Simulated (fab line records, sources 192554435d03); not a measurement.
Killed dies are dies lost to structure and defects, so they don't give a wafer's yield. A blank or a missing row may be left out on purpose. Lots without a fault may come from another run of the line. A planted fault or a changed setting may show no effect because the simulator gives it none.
Chamber matching | flow n5_finfet | N5_BEOL_M3_ILD_DEP_00 on pecvd-01: 3 sister chambers
The step deposits SiOC from DEMS/O2, target thk 79 nm, time 15.3 s. 16 wafers are shown with their chamber, then 8 later ones without.

WAFERS WITH THEIR CHAMBER
wafer  | chamber | throttle_valve_pct (%) | heater_power_w (W) | showerhead_plenum_p_Torr (Torr)
L076.3 | 2       | 11.0                   | 567                | 5.669
L076.4 | 1       | 12.9                   | 654                | 5.715
L076.6 | 0       | 11.5                   | 410                | 5.699
L079.1 | 0       | 11.6                   | 463                | 5.693
L079.4 | 0       | 11.6                   | 470                | 5.699
L079.5 | 1       | 13.0                   | 676                | 5.718
L080.2 | 0       | 11.2                   | 490                | 5.702
L080.3 | 2       | 11.2                   | 561                | 5.666
L080.5 | 0       | 11.3                   | 488                | 5.706
L082.1 | 2       | 11.3                   | 560                | 5.681
L082.4 | 1       | 13.0                   | 649                | 5.733
L082.5 | 0       | 11.3                   | 447                | 5.697
L083.1 | 1       | 12.9                   | 647                | 5.732
L083.3 | 0       | 11.4                   | 403                | 5.708
L083.4 | 2       | 11.4                   | 560                | 5.675
L087.1 | 2       | 11.4                   | 563                | 5.679

SIGNATURES (means of the wafers above)
reading                  | chamber 0 | chamber 1 | chamber 2 | scatter within a chamber
throttle_valve_pct       | 11.414    | 12.950    | 11.260    | 0.144
heater_power_w           | 453.00    | 656.50    | 562.20    | 24.7
showerhead_plenum_p_Torr | 5.70057   | 5.72450   | 5.67400   | 0.00672
Rule: a wafer's distance from a chamber is the root of the sum, over the readings, of the square of ((its reading less the chamber's mean) divided by the reading's scatter). The wafer belongs to the nearest chamber; if the next one is less than 2 further off, it can't be placed. The scatter: the root of (the sum of the squares of (reading less its chamber's mean) over the shown wafers, divided by (wafers less chambers)).

WAFERS WITHOUT THEIR CHAMBER
wafer  | throttle_valve_pct (%) | heater_power_w (W) | showerhead_plenum_p_Torr (Torr)
L087.3 | 11.6                   | 478                | 5.695
L087.5 | 11.4                   | 574                | 5.670
L091.3 | 13.2                   | 661                | 5.738
L091.4 | 11.2                   | 544                | 5.690
L091.5 | 12.8                   | 659                | 5.715
L097.2 | 11.5                   | 475                | 5.705
L097.3 | 12.9                   | 636                | 5.724
L097.5 | 11.5                   | 485                | 5.699

WHICH CHAMBER EACH WENT THROUGH
wafer  | from the rows above     | in truth
L087.3 | 0                       | 0
L087.5 | 2                       | 2
L091.3 | 1                       | 1
L091.4 | can't be placed: 2 or 0 | 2
L091.5 | 1                       | 1
L097.2 | 0                       | 0
L097.3 | 1                       | 1
L097.5 | 0                       | 0
Placed correctly: 7 of 8. Can't be placed from these rows: 1 (the true chamber is among the candidates in 1). Placed wrongly: 0.
